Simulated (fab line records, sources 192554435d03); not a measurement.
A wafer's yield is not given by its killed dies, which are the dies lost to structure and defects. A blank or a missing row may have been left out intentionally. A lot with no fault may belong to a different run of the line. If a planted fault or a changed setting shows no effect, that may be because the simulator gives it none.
What tool caused it? | flow n5 finfet | 26 wafers from 9 lots sampled at 5 of the route's 1938 steps

WHAT THE GAUGES SHOWED, per wafer
N5_BEOL_M4_RC_MEAS_101. Usual: DIBL_N 36.9 mV/V, standard deviation 1.6; DIBL_P 37.1 mV/V, standard deviation 2; IOFF_N 0.17 nA/um, standard deviation 0.032; IOFF_P 0.22 nA/um, standard deviation 0.036; ION_N 674 uA/um, standard deviation 12; ION_P 463 uA/um, standard deviation 7.8; SS_N 71.7 mV/dec, standard deviation 0.63; SS_P 73.5 mV/dec, standard deviation 0.62; VT_N 249 mV, standard deviation 3.3; VT_P -250 mV, standard deviation 3.5.
lot  | measured     | on        | DIBL_N (mV/V)  | DIBL_P (mV/V)  | IOFF_N (nA/um) | IOFF_P (nA/um) | ION_N (uA/um) | ION_P (uA/um) | SS_N (mV/dec)  | SS_P (mV/dec)  | VT_N (mV)   | VT_P (mV)      | flag
L177 | day 8 17:02  | prober-01 | 37.0 37.6 38.1 | 37.2 38.0 38.1 | 0.15 0.16 0.16 | 0.19 0.21 0.20 | 652 668 663   | 448 462 453   | 70.9 71.8 71.5 | 74.1 74.3 73.8 | 251 252 252 | -257 -253 -253 |
L176 | day 8 20:54  | prober-02 | 36.8 36.7 37.8 | 37.8 36.2 37.1 | 0.15 0.15 0.17 | 0.27 0.24 0.25 | 664 649 666   | 466 462 466   | 71.3 71.9 71.1 | 73.3 73.0 73.1 | 252 251 249 | -245 -247 -244 |
L178 | day 9 03:10  | prober-01 | 38.6 36.9 35.1 | 39.4 39.0 35.2 | 0.20 0.18 0.14 | 0.29 0.29 0.21 | 679 689 664   | 469 474 464   | 71.8 72.1 71.2 | 74.3 73.9 73.3 | 247 249 252 | -246 -246 -248 |
L184 | day 10 13:26 | prober-02 | 35.0 35.6      | 35.4 38.5      | 0.15 0.16      | 0.18 0.23      | 660 687       | 451 467       | 71.0 70.9      | 73.3 73.9      | 252 250     | -253 -251      |
L190 | day 11 17:25 | prober-01 | 38.2 37.9 35.0 | 39.2 39.5 36.4 | 0.21 0.21 0.15 | 0.25 0.25 0.21 | 688 679 662   | 465 465 457   | 72.6 72.9 71.8 | 74.0 73.4 73.9 | 247 246 248 | -244 -249 -252 |
L191 | day 12 11:32 | prober-01 | 36.4 36.5 36.6 | 39.1 37.9 37.2 | 0.17 0.18 0.16 | 0.25 0.23 0.21 | 680 679 676   | 473 461 460   | 72.1 71.7 71.1 | 74.0 74.3 74.2 | 253 249 254 | -248 -249 -254 |
L193 | day 12 16:11 | prober-01 | 36.1 39.8 37.8 | 35.9 38.9 37.5 | 0.16 0.24 0.20 | 0.25 0.30 0.28 | 672 697 695   | 468 479 473   | 71.8 72.4 71.5 | 73.7 74.4 73.8 | 247 243 245 | -246 -243 -244 |
L194 | day 12 16:58 | prober-01 | 36.1 41.5 36.2 | 33.3 40.4 33.7 | 0.14 0.26 0.14 | 0.20 0.34 0.20 | 668 700 674   | 458 481 465   | 70.9 71.9 71.4 | 72.6 74.8 72.5 | 251 243 251 | -249 -241 -247 |
L196 | day 13 12:01 | prober-01 | 36.6 37.0 37.5 | 38.6 40.2 40.7 | 0.18 0.19 0.20 | 0.22 0.25 0.27 | 679 675 683   | 459 459 468   | 72.4 72.4 72.8 | 73.8 74.0 74.1 | 250 248 246 | -249 -252 -247 |

WHICH TOOL RAN EACH LOT (tool, then ch and the chambers of the sampled wafers, then the start)
lot  | N5_BEOL_M2_ETCH_64                 | N5_BEOL_M2_HM_OPEN_17             | N5_BEOL_M2_ETCH_69                 | N5_BEOL_M2_STRIP_97
L177 | rie diel-03 ch 0,2,3, day 6 19:52  | rie metal-03 ch 0,1, day 6 20:03  | rie diel-03 ch 0,1, day 6 20:54    | rie diel-01 ch 0,1, day 8 17:02 or earlier
L176 | rie diel-01 ch 0,2,3, day 6 20:45  | rie metal-03 ch 0,1, day 6 20:57  | rie diel-01 ch 2,3, day 6 21:43    | rie diel-03 ch 0,1,3, day 8 20:54 or earlier
L178 | rie diel-05 ch 0,1,3, day 7 06:26  | rie metal-03 ch 0,1, day 7 06:37  | rie diel-01 ch 1,2,3, day 7 07:26  | rie diel-01 ch 1,2,3, day 9 03:10 or earlier
L184 | rie diel-03 ch 1,3, day 8 18:44    | rie metal-03 ch 0,1, day 8 18:56  | rie diel-03 ch 0,3, day 8 19:56    | rie diel-03 ch 2,3, day 10 13:26 or earlier
L190 | rie diel-03 ch 1,2,3, day 10 08:44 | rie metal-03 ch 0,1, day 10 08:54 | rie diel-05 ch 1,2, day 10 10:35   | rie diel-05 ch 1,2,3, day 11 17:25 or earlier
L191 | rie diel-03 ch 0,1, day 10 17:42   | rie metal-03 ch 0, day 10 17:53   | rie diel-05 ch 0,1,3, day 10 18:34 | rie diel-03 ch 2,3, day 12 11:32 or earlier
L193 | rie diel-05 ch 0,1,2, day 11 03:09 | rie metal-02 ch 0,1, day 11 03:19 | rie diel-03 ch 0,1,3, day 11 04:07 | rie diel-01 ch 0,1,3, day 12 16:11 or earlier
L194 | rie diel-03 ch 0,1, day 11 11:25   | rie metal-03 ch 0,1, day 11 11:36 | rie diel-05 ch 0,2, day 11 12:24   | rie diel-03 ch 0,2,3, day 12 16:58 or earlier
L196 | rie diel-03 ch 1,2,3, day 12 02:39 | rie metal-03 ch 0,1, day 12 02:49 | rie diel-03 ch 0,1,2, day 12 03:58 | rie diel-01 ch 1,2, day 13 12:01 or earlier
- N5_BEOL_M2_ETCH_64: etches SOC in N2/H2, target depth 75 nm, overetch 22.5 nm, time 121.9 s.
- N5_BEOL_M2_HM_OPEN_17: chemistry Cl2/BCl3, target TiN, target depth 20 nm, overetch 6 nm.
- N5_BEOL_M2_ETCH_69: etches SiARC in CF4, target depth 15.6 nm, time 26 s.
- N5_BEOL_M2_STRIP_97: strips in N2/H2, time 10 s.

AS READ BY THE TOOLS THEMSELVES (means over the sampled wafers that have a number; for cases with no such wafer, the mark the record gives instead)
N5_BEOL_M2_ETCH_64. Usual: drypump motor current A 5.6 A, standard deviation 0.36; oes product au 0.59 a.u., standard deviation 0.057; rf vpp V 524.3 V, standard deviation 2.3; showerhead plenum p Torr 2.56 Torr, standard deviation 0.069; throttle valve pct 17.78 %, standard deviation 0.28.
lot  | tool        | drypump motor current A (A) | oes product au (a.u.) | rf vpp V (V) | showerhead plenum p Torr (Torr) | throttle valve pct (%) | flag
L177 | rie diel-03 | 5.5                         | 0.60                  | 524.3        | 2.56                            | 17.59                  |
L176 | rie diel-01 | 5.7                         | 0.60                  | 522.3        | 2.52                            | 18.05                  |
L178 | rie diel-05 | 5.8                         | 0.55                  | 524.5        | 2.54                            | 17.91                  |
L184 | rie diel-03 | 5.7                         | 0.62                  | 522.8        | 2.52                            | 17.60                  |
L190 | rie diel-03 | 5.5                         | 0.59                  | 524.2        | 2.53                            | 17.68                  |
L191 | rie diel-03 | 5.8                         | 0.58                  | 525.3        | 2.61                            | 17.69                  |
L193 | rie diel-05 | 5.4                         | 0.55                  | 527.2        | 2.62                            | 18.13                  |
L194 | rie diel-03 | 5.8                         | 0.60                  | 523.8        | 2.59                            | 17.73                  |
L196 | rie diel-03 | 5.4                         | 0.58                  | 522.8        | 2.52                            | 17.71                  |

N5_BEOL_M2_HM_OPEN_17. Usual: drypump motor current A 6.1 A, standard deviation 0.5; he backside leak sccm 3.60 sccm, standard deviation 0.23; mfc ar sccm 25.00 sccm, standard deviation 0.072; oes product au 0.65 a.u., standard deviation 0.079; throttle valve pct 22.05 %, standard deviation 0.15.
lot  | tool         | drypump motor current A (A) | he backside leak sccm (sccm) | mfc ar sccm (sccm) | oes product au (a.u.) | throttle valve pct (%) | flag
L177 | rie metal-03 | 5.8                         | 3.51                         | 25.02              | 0.66                  | 22.04                  |
L176 | rie metal-03 | 6.1                         | 3.55                         | 25.04              | 0.69                  | 21.96                  |
L178 | rie metal-03 | 5.8                         | 3.41                         | 25.01              | 0.66                  | 22.06                  |
L184 | rie metal-03 | 5.8                         | 3.60                         | 24.97              | 0.66                  | 22.02                  |
L190 | rie metal-03 | 5.8                         | 3.63                         | 25.09              | 0.63                  | 22.08                  |
L191 | rie metal-03 | 5.4                         | 3.48                         | 25.02              | 0.61                  | 22.17                  |
L193 | rie metal-02 | 6.3                         | 3.66                         | 24.98              | 0.65                  | 22.09                  |
L194 | rie metal-03 | 5.8                         | 3.65                         | 24.98              | 0.63                  | 22.07                  |
L196 | rie metal-03 | 5.8                         | 3.53                         | 24.98              | 0.63                  | 22.07                  |

N5_BEOL_M2_ETCH_69. Usual: for drypump motor current A, 5.6 A with a standard deviation of 0.34; for etch rf on time s, 26.1 s with a standard deviation of 0.77; for mfc ar sccm, 100.0 sccm with a standard deviation of 0.31; for oes product au, 0.66 a.u. with a standard deviation of 0.076; for rf vpp V, 184.3 V with a standard deviation of 1.1; for showerhead plenum p Torr, 2.16 Torr with a standard deviation of 0.061; for throttle valve pct, 15.61 % with a standard deviation of 0.27.
lot  | tool        | drypump motor current A (A) | etch rf on time s (s) | mfc ar sccm (sccm) | oes product au (a.u.) | rf vpp V (V) | showerhead plenum p Torr (Torr) | throttle valve pct (%) | flag
L177 | rie diel-03 | 5.8                         | 26.6                  | 100.2              | 0.67                  | 184.8        | 2.21                            | 15.45                  |
L176 | rie diel-01 | 5.6                         | 25.4                  | 99.6               | 0.61                  | 183.9        | 2.12                            | 15.98                  |
L178 | rie diel-01 | 5.6                         | 25.7                  | 99.7               | 0.61                  | 184.9        | 2.12                            | 15.81                  |
L184 | rie diel-03 | 5.8                         | 21.5                  | 100.1              | 0.77                  | 185.1        | 2.15                            | 15.39                  | OFF
L190 | rie diel-05 | 5.4                         | 27.2                  | 99.9               | 0.59                  | 185.5        | 2.20                            | 15.89                  |
L191 | rie diel-05 | 5.8                         | 26.1                  | 100.2              | 0.69                  | 184.6        | 2.23                            | 15.67                  |
L193 | rie diel-03 | 5.7                         | 26.1                  | 100.0              | 0.66                  | 184.6        | 2.14                            | 15.43                  |
L194 | rie diel-05 | 5.3                         | 26.3                  | 99.9               | 0.61                  | 185.0        | 2.20                            | 16.01                  |
L196 | rie diel-03 | 5.5                         | 26.6                  | 100.1              | 0.63                  | 183.4        | 2.17                            | 15.53                  |

N5_BEOL_M2_STRIP_97. Usual: drypump motor current A 5.6 A, standard deviation 0.32; oes product au 0.78 a.u., standard deviation 0.083; rf vpp V 59.2 V, standard deviation 0.87; showerhead plenum p Torr 2.56 Torr, standard deviation 0.065; throttle valve pct 23.6 %, standard deviation 0.34.
lot  | tool        | drypump motor current A (A) | oes product au (a.u.) | rf vpp V (V) | showerhead plenum p Torr (Torr) | throttle valve pct (%) | flag
L177 | rie diel-01 | 5.8                         | 0.79                  | 59.4         | 2.52                            | 23.4                   |
L176 | rie diel-03 | 5.8                         | 0.81                  | 59.5         | 2.57                            | 23.4                   |
L178 | rie diel-01 | 5.7                         | 0.69                  | 59.1         | 2.51                            | 23.7                   |
L184 | rie diel-03 | 5.3                         | 0.78                  | 58.6         | 2.50                            | 23.5                   |
L190 | rie diel-05 | 5.8                         | 0.81                  | 60.6         | 2.64                            | 23.7                   |
L191 | rie diel-03 | 5.4                         | 0.76                  | 59.3         | 2.48                            | 23.4                   |
L193 | rie diel-01 | 5.8                         | 0.74                  | 59.1         | 2.50                            | 23.6                   |
L194 | rie diel-03 | 5.5                         | 0.73                  | 59.4         | 2.53                            | 23.4                   |
L196 | rie diel-01 | 5.8                         | 0.76                  | 58.7         | 2.50                            | 23.4                   |

THE ANSWER, worked out from the rows above alone
Rule: take the mean of a lot's wafers that have a number; if it is more than 3 standard deviations from the usual mean, the lot is off. Also off: a lot with no number at a reading for which 4 or more lots have one. All remaining lots with rows at the step are treated as sound. After the gauges, taken in route order, come the tools' own readings; for these a lot's mean is taken, as printed above. The first step at which some lot is off is used, and at that step the reading that is off furthest; a lot without a number counts as furthest.
Off at N5_BEOL_M2_ETCH_69 (etch rf on time s): L184.
If a tool, at that step or one of the process steps before it, ran each lot that is off and ran no sound lot following the first of them, it fits. None of those tried fits.

WHAT THE SIMULATOR HAD PUT IN
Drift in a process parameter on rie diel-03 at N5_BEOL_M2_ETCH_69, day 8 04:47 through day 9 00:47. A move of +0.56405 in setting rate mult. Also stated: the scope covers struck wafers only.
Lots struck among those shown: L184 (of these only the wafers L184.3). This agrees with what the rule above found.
